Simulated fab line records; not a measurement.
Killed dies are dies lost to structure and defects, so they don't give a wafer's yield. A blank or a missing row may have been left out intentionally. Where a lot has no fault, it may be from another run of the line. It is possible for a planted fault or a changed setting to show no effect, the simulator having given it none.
Check for tools in common || flow nandHarc || 13 lots and 48 wafers in the sample

REASON FOR OPENING
On 3 of the 13 lots, a flag is raised at NHARC_A_CONTACT_CD_MEAS_08 on the reading cdNm. Wafers without a fault read 99.8 nm, standard deviation 0.51.
Rule: a lot gets a flag if all its wafers with a number sit over 4 standard deviations from that mean, or if no wafer of it has a number. The other lots count as sound.

{"lot": "L953", "measured": "day 17 08:41", "on": "cdSem-03", "cdNm (nm), wafer by wafer": "99.3 100.3 99.6", "flag": ""}
{"lot": "L959", "measured": "day 19 01:50", "on": "cdSem-03", "cdNm (nm), wafer by wafer": "100.7 99.5 100.0", "flag": ""}
{"lot": "L960", "measured": "day 19 08:16", "on": "cdSem-02", "cdNm (nm), wafer by wafer": "76.0 76.0 76.5 76.1 76.0 76.4", "flag": "FLAGGED"}
{"lot": "L961", "measured": "day 19 10:31", "on": "cdSem-02", "cdNm (nm), wafer by wafer": "82.0 81.5 82.4 82.8 82.1 82.7", "flag": "FLAGGED"}
{"lot": "L957", "measured": "day 19 10:34", "on": "cdSem-01", "cdNm (nm), wafer by wafer": "81.5 81.4 81.8 81.4 81.2 81.7", "flag": "FLAGGED"}
{"lot": "L965", "measured": "day 19 18:55", "on": "cdSem-03", "cdNm (nm), wafer by wafer": "99.4 99.9 99.4", "flag": ""}
{"lot": "L969", "measured": "day 21 01:56", "on": "cdSem-03", "cdNm (nm), wafer by wafer": "99.3 99.4 99.2", "flag": ""}
{"lot": "L966", "measured": "day 21 04:58", "on": "cdSem-02", "cdNm (nm), wafer by wafer": "99.7 99.2 100.1", "flag": ""}
{"lot": "L968", "measured": "day 21 10:24", "on": "cdSem-02", "cdNm (nm), wafer by wafer": "99.9 99.7 99.9", "flag": ""}
{"lot": "L967", "measured": "day 21 12:17", "on": "cdSem-03", "cdNm (nm), wafer by wafer": "100.1 99.4 99.1", "flag": ""}
{"lot": "L970", "measured": "day 21 20:10", "on": "cdSem-02", "cdNm (nm), wafer by wafer": "100.5 99.5 100.0", "flag": ""}
{"lot": "L972", "measured": "day 22 14:20", "on": "cdSem-03", "cdNm (nm), wafer by wafer": "99.8 99.7 99.2", "flag": ""}
{"lot": "L975", "measured": "day 22 19:58", "on": "cdSem-03", "cdNm (nm), wafer by wafer": "99.0 100.2 99.6", "flag": ""}
On average the flagged lots' numbers are 80.0 nm, which is -19.8 nm against the usual, or -39 standard deviations.

WHICH TOOL RAN EACH LOT
3 process steps preceding the reading are held in the record, out of 1159 steps in the route. Cell contents, in order: the tool; ch with the chambers the sampled wafers went through; the start.
{"lot": "L953", "flag": "", "NHARC_A_CONTACT_ETCH_128": "harCapEtch-02 ch 0,1, day 17 02:59", "NHARC_A_CONTACT_DEP_85": "pecvd-04 ch 0,1, day 17 08:07", "NHARC_A_CONTACT_EXPOSE_05": "arfiScanner-03 ch 0, day 17 08:32"}
{"lot": "L959", "flag": "", "NHARC_A_CONTACT_ETCH_128": "harCapEtch-03 ch 0,1, day 18 18:26", "NHARC_A_CONTACT_DEP_85": "pecvd-04 ch 1,2, day 19 01:07", "NHARC_A_CONTACT_EXPOSE_05": "arfiScanner-03 ch 0, day 19 01:42"}
{"lot": "L960", "flag": "FLAGGED", "NHARC_A_CONTACT_ETCH_128": "harCapEtch-03 ch 0,1, day 19 00:47", "NHARC_A_CONTACT_DEP_85": "pecvd-04 ch 0,1,2, day 19 07:41", "NHARC_A_CONTACT_EXPOSE_05": "arfiScanner-03 ch 0, day 19 08:07"}
{"lot": "L961", "flag": "FLAGGED", "NHARC_A_CONTACT_ETCH_128": "harCapEtch-01 ch 0,1, day 19 01:43", "NHARC_A_CONTACT_DEP_85": "pecvd-04 ch 0,1, day 19 08:20", "NHARC_A_CONTACT_EXPOSE_05": "arfiScanner-03 ch 0, day 19 10:23"}
{"lot": "L957", "flag": "FLAGGED", "NHARC_A_CONTACT_ETCH_128": "harCapEtch-01 ch 0,1, day 19 05:28", "NHARC_A_CONTACT_DEP_85": "pecvd-04 ch 1,2, day 19 09:49", "NHARC_A_CONTACT_EXPOSE_05": "arfiScanner-03 ch 0, day 19 10:25"}
{"lot": "L965", "flag": "", "NHARC_A_CONTACT_ETCH_128": "harCapEtch-02 ch 0,1, day 19 14:23", "NHARC_A_CONTACT_DEP_85": "pecvd-01 ch 0,1, day 19 18:20", "NHARC_A_CONTACT_EXPOSE_05": "arfiScanner-01 ch 0, day 19 18:46"}
{"lot": "L969", "flag": "", "NHARC_A_CONTACT_ETCH_128": "harCapEtch-02 ch 0,1, day 20 19:10", "NHARC_A_CONTACT_DEP_85": "pecvd-02 ch 0,1, day 21 01:14", "NHARC_A_CONTACT_EXPOSE_05": "arfiScanner-02 ch 0, day 21 01:47"}
{"lot": "L966", "flag": "", "NHARC_A_CONTACT_ETCH_128": "harCapEtch-03 ch 0,1, day 20 22:05", "NHARC_A_CONTACT_DEP_85": "pecvd-04 ch 0,1,2, day 21 04:18", "NHARC_A_CONTACT_EXPOSE_05": "arfiScanner-01 ch 0, day 21 04:50"}
{"lot": "L968", "flag": "", "NHARC_A_CONTACT_ETCH_128": "harCapEtch-02 ch 0,1, day 21 04:10", "NHARC_A_CONTACT_DEP_85": "pecvd-01 ch 0,1, day 21 09:42", "NHARC_A_CONTACT_EXPOSE_05": "arfiScanner-02 ch 0, day 21 10:16"}
{"lot": "L967", "flag": "", "NHARC_A_CONTACT_ETCH_128": "harCapEtch-03 ch 0,1, day 21 05:31", "NHARC_A_CONTACT_DEP_85": "pecvd-04 ch 0,1,2, day 21 11:38", "NHARC_A_CONTACT_EXPOSE_05": "arfiScanner-01 ch 0, day 21 12:09"}
{"lot": "L970", "flag": "", "NHARC_A_CONTACT_ETCH_128": "harCapEtch-03 ch 1, day 21 15:52", "NHARC_A_CONTACT_DEP_85": "pecvd-04 ch 0,1, day 21 19:35", "NHARC_A_CONTACT_EXPOSE_05": "arfiScanner-01 ch 0, day 21 20:01"}
{"lot": "L972", "flag": "", "NHARC_A_CONTACT_ETCH_128": "harCapEtch-01 ch 0,1, day 22 09:54", "NHARC_A_CONTACT_DEP_85": "pecvd-01 ch 1,2, day 22 13:37", "NHARC_A_CONTACT_EXPOSE_05": "arfiScanner-01 ch 0, day 22 14:12"}
{"lot": "L975", "flag": "", "NHARC_A_CONTACT_ETCH_128": "harCapEtch-01 ch 0,1, day 22 15:04", "NHARC_A_CONTACT_DEP_85": "pecvd-01 ch 0,1,2, day 22 19:20", "NHARC_A_CONTACT_EXPOSE_05": "arfiScanner-01 ch 0, day 22 19:50"}
What is done by these steps:
- NHARC_A_CONTACT_ETCH_128: etches the open film in C4F8/O2/Ar, time 155 s, target depth 956 nm.
- NHARC_A_CONTACT_DEP_85: deposits SiON, target thk 50 nm.
- NHARC_A_CONTACT_EXPOSE_05: exposes mask A CC.
- NHARC_A_CONTACT_CD_MEAS_08: target cd 100 nm.

FLAGGED AGAINST TOTAL, ONE TOOL AT A TIME (gauges that did the reading follow at the end)
{"step": "NHARC_A_CONTACT_ETCH_128", "tool": "harCapEtch-01", "lots run": 4, "flagged": 2, "share of the flagged lots": "some", "sound lots run after its first flagged lot": "2 (L972,L975)"}
{"step": "NHARC_A_CONTACT_ETCH_128", "tool": "harCapEtch-02", "lots run": 4, "flagged": 0, "share of the flagged lots": "none", "sound lots run after its first flagged lot": "-"}
{"step": "NHARC_A_CONTACT_ETCH_128", "tool": "harCapEtch-03", "lots run": 5, "flagged": 1, "share of the flagged lots": "some", "sound lots run after its first flagged lot": "3 (L966,L967,L970)"}
{"step": "NHARC_A_CONTACT_DEP_85", "tool": "pecvd-01", "lots run": 4, "flagged": 0, "share of the flagged lots": "none", "sound lots run after its first flagged lot": "-"}
{"step": "NHARC_A_CONTACT_DEP_85", "tool": "pecvd-02", "lots run": 1, "flagged": 0, "share of the flagged lots": "none", "sound lots run after its first flagged lot": "-"}
{"step": "NHARC_A_CONTACT_DEP_85", "tool": "pecvd-04", "lots run": 8, "flagged": 3, "share of the flagged lots": "all", "sound lots run after its first flagged lot": "3 (L966,L967,L970)"}
{"step": "NHARC_A_CONTACT_EXPOSE_05", "tool": "arfiScanner-01", "lots run": 6, "flagged": 0, "share of the flagged lots": "none", "sound lots run after its first flagged lot": "-"}
{"step": "NHARC_A_CONTACT_EXPOSE_05", "tool": "arfiScanner-02", "lots run": 2, "flagged": 0, "share of the flagged lots": "none", "sound lots run after its first flagged lot": "-"}
{"step": "NHARC_A_CONTACT_EXPOSE_05", "tool": "arfiScanner-03", "lots run": 5, "flagged": 3, "share of the flagged lots": "all", "sound lots run after its first flagged lot": 0}
{"step": "NHARC_A_CONTACT_CD_MEAS_08", "tool": "cdSem-01", "lots run": 1, "flagged": 1, "share of the flagged lots": "some", "sound lots run after its first flagged lot": 0}
{"step": "NHARC_A_CONTACT_CD_MEAS_08", "tool": "cdSem-02", "lots run": 5, "flagged": 2, "share of the flagged lots": "some", "sound lots run after its first flagged lot": "3 (L966,L968,L970)"}
{"step": "NHARC_A_CONTACT_CD_MEAS_08", "tool": "cdSem-03", "lots run": 7, "flagged": 0, "share of the flagged lots": "none", "sound lots run after its first flagged lot": "-"}

WHAT THE TABLE PERMITS
Table rows that saw every flagged lot: 2, namely pecvd-04 at NHARC_A_CONTACT_DEP_85 and arfiScanner-03 at NHARC_A_CONTACT_EXPOSE_05.
- pecvd-04 at NHARC_A_CONTACT_DEP_85 ran 8 lots, 3 of them flagged. Sound lots ran on it after the first flagged one (L966, L967, L970), which a lasting fault on the whole tool wouldn't allow.
- arfiScanner-03 at NHARC_A_CONTACT_EXPOSE_05 ran 5 lots, 3 of them flagged. Last sound lot L959 at day 19 01:42, first flagged lot L960 at day 19 08:07; a fault beginning in between fits. Its own readings lie more than 4 standard deviations out on every wafer of the flagged lots: exposureDoseMJCm2.
arfiScanner-03 at NHARC_A_CONTACT_EXPOSE_05 is the single tool remaining.

WHAT THE SIMULATOR HAD INSERTED
Drift in process parameters on arfiScanner-03 at NHARC_A_CONTACT_EXPOSE_05, starting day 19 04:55. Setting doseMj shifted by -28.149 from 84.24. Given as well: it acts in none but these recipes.
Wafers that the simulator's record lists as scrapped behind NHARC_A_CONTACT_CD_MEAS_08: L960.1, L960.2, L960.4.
Struck lots among those shown: L960, L961, L957. Same finding as the rule above.
